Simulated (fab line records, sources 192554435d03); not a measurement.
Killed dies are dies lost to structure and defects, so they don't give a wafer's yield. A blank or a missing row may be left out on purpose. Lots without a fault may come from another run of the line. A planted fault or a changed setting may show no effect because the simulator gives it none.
Chamber matching | flow n5_finfet | N5_SD_EPI_P_SD_RECESS_17 on rie_si-06: 4 sister chambers
The step chemistry HBr/Cl2/O2, target depth 39.1 nm, bt time 3 s. 14 wafers are shown with their chamber, then 7 later ones without.

WAFERS WITH THEIR CHAMBER
wafer  | chamber | throttle_valve_pct (%) | drypump_motor_current_A (A) | oes_product_au (a.u.)
L079.3 | 3       | 36.9                   | 6.8                         | 0.990
L079.4 | 1       | 36.7                   | 5.7                         | 0.998
L079.6 | 0       | 37.4                   | 5.8                         | 0.998
L080.1 | 1       | 36.7                   | 5.7                         | 1.011
L080.2 | 3       | 36.9                   | 6.7                         | 0.997
L080.6 | 1       | 36.7                   | 5.6                         | 1.010
L081.2 | 0       | 37.4                   | 5.8                         | 0.999
L081.4 | 3       | 36.9                   | 6.7                         | 0.990
L081.5 | 2       | 36.9                   | 5.7                         | 0.988
L083.2 | 0       | 37.5                   | 5.8                         | 1.011
L083.4 | 2       | 36.9                   | 5.7                         | 0.982
L083.5 | 1       | 36.7                   | 5.6                         | 1.011
L088.2 | 2       | 36.9                   | 5.8                         | 0.990
L088.3 | 0       | 37.5                   | 5.8                         | 1.005

SIGNATURES (means of the wafers above)
reading                 | chamber 0 | chamber 1 | chamber 2 | chamber 3 | scatter within a chamber
throttle_valve_pct      | 37.450    | 36.700    | 36.900    | 36.900    | 0.0316
drypump_motor_current_A | 5.800     | 5.650     | 5.733     | 6.733     | 0.0483
oes_product_au          | 1.00325   | 1.00750   | 0.98667   | 0.99233   | 0.00545
Rule: a wafer's distance from a chamber is the root of the sum, over the readings, of the square of ((its reading less the chamber's mean) divided by the reading's scatter). The wafer belongs to the nearest chamber; if the next one is less than 2 further off, it can't be placed. The scatter: the root of (the sum of the squares of (reading less its chamber's mean) over the shown wafers, divided by (wafers less chambers)).

WAFERS WITHOUT THEIR CHAMBER
wafer  | throttle_valve_pct (%) | drypump_motor_current_A (A) | oes_product_au (a.u.)
L088.5 | 37.5                   | 5.8                         | 1.005
L090.1 | 36.9                   | 5.8                         | 0.985
L090.5 | 36.9                   | 5.7                         | 0.985
L090.6 | 37.4                   | 5.8                         | 0.994
L095.1 | 36.9                   | 6.7                         | 0.996
L095.5 | 36.7                   | 5.6                         | 1.005
L095.6 | 36.9                   | 5.7                         | 0.989

WHICH CHAMBER EACH WENT THROUGH
wafer  | from the rows above | in truth
L088.5 | 0                   | 0
L090.1 | 2                   | 2
L090.5 | 2                   | 2
L090.6 | 0                   | 0
L095.1 | 3                   | 3
L095.5 | 1                   | 1
L095.6 | 2                   | 2
Placed correctly: 7 of 7. Can't be placed from these rows: 0. Placed wrongly: 0.
